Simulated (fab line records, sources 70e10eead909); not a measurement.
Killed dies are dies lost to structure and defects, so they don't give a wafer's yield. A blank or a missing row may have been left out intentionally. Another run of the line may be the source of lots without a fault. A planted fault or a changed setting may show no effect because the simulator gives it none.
A struck lot beside a sound one + flow nandHarc + 38 out of 1302 route steps
Sound: the wafers L667.2, L667.4, L667.5. Struck: wafers L677.1, L677.6. (L677.2 of the same lot was not struck and is left out.) The cause comes at the end.
Order at every step that has rows: each side's tool, ch and its chambers, its first start. Under that, the readings that differ: sound wafers + struck wafers + difference of the means + sigmas: that difference in standard deviations of wafers without a fault.
alike: words and numbers the same on both sides, and readings whose means are apart by under 2 such deviations; not compared: readings that were withheld, readings missing a value for some wafer, numbers with overlapping values and no deviation given by the record, and bounds like >300 which may hide the same value.
Wherever a step has rows on one side only, a row that says differs or no value, or a row with sigmas, the two part there. Numbers that have no deviation but don't overlap get no sigmas and don't part them. A reading missing from all wafers of one side parts the sides only when that side holds two or more wafers.

first, 2 steps without rows for these wafers: NHARC_P_BONDPAD_HARDBAKE_10 (time 65 s); NHARC_P_BONDPAD_DESCUM_11 (chemistry O2, time 3 s).
NHARC_P_BONDPAD_ETCH_37: etches the open film in N2/H2, target depth 60 nm, overetch 18 nm, time 65.91 s.
  sound on rieDiel-13 ch 0,1, day 6 16:10; struck on rieDiel-06 ch 0, day 11 03:07
| reading                      | sound             | struck      | difference | sigmas |
|------------------------------|-------------------|-------------|------------|--------|
| rfVppV (V)                   | 433.0 433.2 434.6 | 426.0 427.8 | -6.7       | -3     |
| showerheadPlenumPTorr (Torr) | 2.09 2.17 2.16    | 1.91 1.91   | -0.23      | -3     |
  alike: drypumpMotorCurrentA, oesProductAu, throttleValvePct
  not compared: rfHoursCounterH
then, 1 step without rows for these wafers: NHARC_P_BONDPAD_ETCH_12 (etches the open film in CHF3/O2, target depth 200 nm, time 100 s).
NHARC_P_BONDPAD_CD_MEAS_13:
  struck on cdSem-03, day 11 03:21; sound on cdSem-03, day 6 16:23
  alike: cdNm
then, 4 steps without rows for these wafers: NHARC_P_BONDPAD_STRIP_15 (strips in O2); NHARC_P_BONDPAD_ETCH_24 (etches the open film in CF4/N2, target depth 30 nm, time 72.99 s); NHARC_P_BONDPAD_STRIP_16 (strips in post etch residue remover, time 600 s); NHARC_P_BONDPAD_DEGAS_25 (time 60 s).
NHARC_P_BONDPAD_PRE_CLEAN_26: time 30 s.
  sound on pvdSputter-01; struck on pvdSputter-02
  alike: heaterPowerW
then, 1 step without rows for these wafers: NHARC_P_BONDPAD_PVD_17 (deposits TaN, target thk 5 nm, time 8.06 s).
NHARC_P_BONDPAD_PVD_27: deposits Cu, target thk 30 nm, time 20.49 s.
  sound on pvdSputter-01; struck on pvdSputter-02
  alike: throttleValvePct
NHARC_P_BONDPAD_ECD_18: material Cu, target thk 400 nm.
  sound on ecdCu-01 ch 0,1, day 6 17:22; struck on ecdCu-01 ch 0,1, day 11 04:25
then, 2 steps without rows for these wafers: NHARC_P_BONDPAD_ANNEAL_28 (time 90 s); NHARC_P_BONDPAD_CMP_19 (polishes, t overpolish 30 s, cu recess touch 16 s, target thk 160.81 nm).
NHARC_P_BONDPAD_THK_MEAS_20: measures by xrf.
  struck on filmMetro-02, day 11 05:28; sound on filmMetro-02, day 6 18:44
  alike: thkNm
then, 1 step without rows for these wafers: NHARC_P_BONDPAD_SRD_21 (time 30 s, dry time 20 s).
NHARC_P_BONDPAD_ACTIVATE_29: chemistry N2, time 60 s.
  sound on rieDiel-13 ch 0,1,3, day 6 19:01; struck on rieDiel-13 ch 1,2, day 11 05:46
  alike: drypumpMotorCurrentA, oesProductAu, rfVppV, showerheadPlenumPTorr
  not compared: rfHoursCounterH
then, 13 steps without rows for these wafers: NHARC_P_BONDPAD_PRECLEAN_30 (cleans in DIW, time 300 s); NHARC_P_BONDPAD_SRD_31 (time 30 s, dry time 20 s); NHARC_A_ZERO_WELL_PRECLEAN_00 (cleans in SPM, time 600 s); NHARC_A_ZERO_WELL_SRD_01; NHARC_A_ZERO_WELL_DEHYDRATE_02 (time 120 s); NHARC_A_ZERO_WELL_HMDS_03 (time 30 s); NHARC_A_ZERO_WELL_COAT_18 (time 65 s); NHARC_A_ZERO_WELL_COAT_04 (resist thk 600 nm); NHARC_A_ZERO_WELL_SOFTBAKE_05 (time 70 s); NHARC_A_ZERO_WELL_EBR_06; NHARC_A_ZERO_WELL_EXPOSE_07 (exposes mask A ZERO); NHARC_A_ZERO_WELL_PEB_08 (peb time 80 s); NHARC_A_ZERO_WELL_DEVELOP_09 (time 50 s).
NHARC_A_ZERO_WELL_CD_MEAS_10 targets a cd of 2000 nm.
  sound on cdSem-03 ch 0, day 6 20:25; struck on cdSem-03 ch 0, day 11 07:06
  alike: cdNm
then, 2 steps without rows for these wafers: NHARC_A_ZERO_WELL_HARDBAKE_11 (time 65 s); NHARC_A_ZERO_WELL_DESCUM_12 (chemistry O2, time 3 s).
NHARC_A_ZERO_WELL_ETCH_19: etches the open film in N2/H2, target depth 80 nm, overetch 24 nm, time 87.88 s.
  sound on rieDiel-09 ch 1,2, day 6 20:40; struck on rieDiel-11 ch 0,1, day 11 07:21
  alike: drypumpMotorCurrentA, oesProductAu, rfVppV, showerheadPlenumPTorr, throttleValvePct
  not compared: rfHoursCounterH
then, 2 steps without rows for these wafers: NHARC_A_ZERO_WELL_ETCH_13 (etches the open film in HBr/Cl2, target depth 120 nm, time 40.1 s); NHARC_A_ZERO_WELL_STRIP_14 (strips in SPM, time 900 s).
-- break in the record here, with 17 days between the starts of the struck wafers on either side (left off in module A_ZERO_WELL, picked up again in module END, where the first step shown is number 1302 on the route) --
NHARC_END_SORT_01:
  only the struck wafers appear in the record here, on prober-01 ch 0 at day 28 08:11; the sound ones have no rows

WHERE THEY PART
At NHARC_P_BONDPAD_ETCH_37 first; at NHARC_END_SORT_01 last (within this record only).

WHY: what the simulator had put in
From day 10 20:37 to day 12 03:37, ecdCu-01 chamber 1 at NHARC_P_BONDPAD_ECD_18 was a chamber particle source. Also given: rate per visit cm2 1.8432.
